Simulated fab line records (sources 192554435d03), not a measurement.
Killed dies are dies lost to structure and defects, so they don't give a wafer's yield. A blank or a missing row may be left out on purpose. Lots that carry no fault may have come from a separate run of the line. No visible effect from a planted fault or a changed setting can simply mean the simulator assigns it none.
Chamber matching ; flow n5_finfet ; N5_BEOL_M6_STRIP_19 on rie_diel-04 has 3 sister chambers
The step strips in O2. 3 wafers are shown with their chamber, then 7 later ones without.

EACH WAFER AND ITS CHAMBER
wafer;chamber;showerhead_plenum_p_Torr (Torr)
L088.1;2;2.04
L088.3;3;2.04
L093.1;0;2.21

WAFERS WITHOUT THEIR CHAMBER
wafer;showerhead_plenum_p_Torr (Torr)
L093.4;2.03
L093.6;2.21
L092.2;2.21
L092.6;2.03
L095.3;2.03
L095.5;2.21
L095.6;2.03

WHICH CHAMBER EACH ONE RAN IN
wafer;from the rows above;in truth
L093.4;can't be placed: 2 or 3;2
L093.6;0;0
L092.2;0;0
L092.6;can't be placed: 2 or 3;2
L095.3;can't be placed: 2 or 3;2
L095.5;0;0
L095.6;can't be placed: 2 or 3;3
Correct placement for 3 of the 7. From these rows, 4 cannot be placed; in 4 the true chamber is one of the candidates. Placed wrongly: 0.
How it was worked out, from the rows above alone: a wafer's distance from a chamber is the root of the sum, over the readings, of the square of ((its reading less the chamber's mean) divided by the reading's scatter). The wafer belongs to the nearest chamber; if the next one is less than 2 further off, it can't be placed. The mean given for a chamber averages the wafers shown for that chamber. The scatter (one wafer shown for each chamber): square how far every hidden wafer sits from the nearest shown wafer, average those squares and take the square root.
